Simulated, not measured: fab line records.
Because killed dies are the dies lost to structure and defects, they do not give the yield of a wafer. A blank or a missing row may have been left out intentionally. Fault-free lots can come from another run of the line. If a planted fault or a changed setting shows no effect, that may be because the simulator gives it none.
Code-filled problem report in 8D (eight disciplines) form / flow nand_harc / the parts of the form that need people (team, actions taken, sign-off) are left out

## 1. THE PROBLEM
Wafers without a fault read 120.0 nm, standard deviation 0.63; cd_nm at NHARC_A_M1_CD_MEAS_09 reads a mean of 123.5 nm on 3 wafers belonging to 2 lots. Relative to the usual mean, that is a shift of +5.6 standard deviations.
The step: target cd 120 nm.
First observed at day 29 22:56: wafer L838.2, on cd_sem-01. At this step, 37 wafers from 13 lots have a number in the record. Rule for "out" (also "out of limits"): further than 4 standard deviations from the usual mean. The other wafers with a number count as sound.

## 2. WHAT THIS IS AND IS NOT
question=which readings at this step | is=cd_nm | is not=-
question=which lots | is=L838, L839 | is not=L820, L821, L822, L825, L826, L827, L828, L830, L841, L842, L843
question=which wafers of those lots | is=L838.2, L838.4, L839.2 | is not=L839.5
question=read on which gauges | is=cd_sem-01 | is not=cd_sem-02, cd_sem-03
question=when | is=from day 29 22:56 | is not=up to then (24 sound wafers); but 10 sound wafers of L839, L841, L842, L843 came after

## 3. SUSPECTS, AND WHAT RULES EACH OUT
Counting: a tool at a process step up to the reading stays a suspect if it ran every lot that is out. Sound lots after the first of them don't rule it out here, since some wafers of a struck lot are sound.
- the gauge at NHARC_A_M1_CD_MEAS_09: kept. All the wafers that are out were read on cd_sem-01, and no step on other tools shows them out.
- pecvd-03 at NHARC_A_M0_PRE_CLEAN_31 (time 12 s): kept. Ran every lot that is out, first one L838 (day 29 21:45); last sound lot up to then L828 (day 26 07:05).
- litho_track-06 at NHARC_A_M1_PEB_07 (peb time 65 s): kept. Ran every lot that is out, first one L838 (day 29 22:52); last sound lot up to then L826 (day 24 23:02).
Left after counting: pecvd-03 at NHARC_A_M0_PRE_CLEAN_31, litho_track-06 at NHARC_A_M1_PEB_07, cd_sem-01 at NHARC_A_M1_CD_MEAS_09.

## 4. THE CAUSE (what the simulator had put in)
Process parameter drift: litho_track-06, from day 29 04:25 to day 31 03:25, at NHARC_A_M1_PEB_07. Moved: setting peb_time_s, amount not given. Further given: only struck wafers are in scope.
This tool is one of the 3 suspects left after counting.

## 5. SEQUENCE OF EFFECTS, ordered by route
One row per reading whose mean, taken over the struck wafers that have a number, lies over 3 standard deviations from the usual. Only readings for which the record gives a usual standard deviation are gone through. hours: the time from each lot's start at the first step in this table that gives one to its start at this step, as a median over the lots. sigmas: the change in usual standard deviations.
hours=0; step=NHARC_A_M1_CD_MEAS_09; reading=cd_nm; usual=120.0 nm; on struck wafers=123.5; change=+3.5; sigmas=+5.6

## 6. WHAT WOULD HAVE CAUGHT IT SOONER
Counted from the fault's start at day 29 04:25, it took 19 hours until the first out-of-limits reading at a measuring or inspecting step in this record, taken at day 29 22:56.
Of the lots that are out (2), L839 began NHARC_A_M1_PEB_07 on litho_track-06 after day 29 22:56. A tool hold placed at that time would have kept it from harm.
